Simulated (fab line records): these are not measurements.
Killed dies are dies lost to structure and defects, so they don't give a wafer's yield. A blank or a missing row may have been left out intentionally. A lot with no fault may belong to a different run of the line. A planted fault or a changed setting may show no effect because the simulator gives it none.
Matching of chambers + flow n5Finfet + N5_BEOL_M9_ETCH_76 on rieDiel-04: 4 sister chambers
The step etches underlayer in N2/H2, target depth 6.5 nm, time 5.2 s. 14 wafers are shown with their chamber, then 7 later ones without.

== WAFERS PAIRED WITH THEIR CHAMBERS ==
| wafer  | chamber | drypumpMotorCurrentA (A) | showerheadPlenumPTorr (Torr) | throttleValvePct (%) |
|--------|---------|--------------------------|------------------------------|----------------------|
| L074.1 | 2       | 5.5                      | 2.64                         | 17.89                |
| L074.4 | 0       | 6.1                      | 2.52                         | 17.88                |
| L074.5 | 1       | 6.6                      | 2.43                         | 18.12                |
| L078.1 | 3       | 5.6                      | 2.71                         | 17.78                |
| L078.4 | 1       | 6.6                      | 2.43                         | 18.13                |
| L078.5 | 1       | 6.6                      | 2.43                         | 18.13                |
| L077.1 | 2       | 5.5                      | 2.63                         | 17.91                |
| L077.5 | 2       | 5.5                      | 2.63                         | 17.91                |
| L077.6 | 3       | 5.6                      | 2.71                         | 17.77                |
| L081.1 | 2       | 5.5                      | 2.63                         | 17.91                |
| L081.2 | 3       | 5.7                      | 2.70                         | 17.77                |
| L081.5 | 3       | 5.7                      | 2.70                         | 17.77                |
| L084.1 | 3       | 5.7                      | 2.70                         | 17.77                |
| L084.4 | 0       | 6.1                      | 2.51                         | 17.93                |

SIGNATURES (averages over the wafers above)
| reading               | chamber 0 | chamber 1 | chamber 2 | chamber 3 | scatter within a chamber |
|-----------------------|-----------|-----------|-----------|-----------|--------------------------|
| drypumpMotorCurrentA  | 6.100     | 6.600     | 5.500     | 5.660     | 0.0346                   |
| showerheadPlenumPTorr | 2.5150    | 2.4300    | 2.6325    | 2.7040    | 0.00495                  |
| throttleValvePct      | 17.9050   | 18.1267   | 17.9050   | 17.7720   | 0.013                    |
Rule: a wafer lies at a distance from a chamber equal to the root of the sum of squares, over the readings, of (its reading less the chamber's mean, divided by the reading's scatter). The wafer belongs to the nearest chamber; if the next one is less than 2 further off, it can't be placed. How the scatter is found: for the shown wafers, subtract from each reading the mean of its chamber, square and add these, divide the total by (wafers less chambers), then take the root.

== WAFERS WITHOUT THEIR CHAMBER ==
| wafer  | drypumpMotorCurrentA (A) | showerheadPlenumPTorr (Torr) | throttleValvePct (%) |
|--------|--------------------------|------------------------------|----------------------|
| L084.5 | 5.5                      | 2.63                         | 17.91                |
| L082.2 | 6.1                      | 2.51                         | 17.93                |
| L082.4 | 6.6                      | 2.42                         | 18.14                |
| L082.5 | 6.6                      | 2.42                         | 18.11                |
| L085.2 | 6.1                      | 2.50                         | 17.97                |
| L085.5 | 6.6                      | 2.42                         | 18.13                |
| L085.6 | 5.5                      | 2.62                         | 17.93                |

== WHICH CHAMBER EACH ONE RAN IN ==
| wafer  | from the rows above | in truth |
|--------|---------------------|----------|
| L084.5 | 2                   | 2        |
| L082.2 | 0                   | 0        |
| L082.4 | 1                   | 1        |
| L082.5 | 1                   | 1        |
| L085.2 | 0                   | 0        |
| L085.5 | 1                   | 1        |
| L085.6 | 2                   | 2        |
Correctly placed: 7 of 7. Number that these rows cannot place: 0. Number placed wrongly: 0.
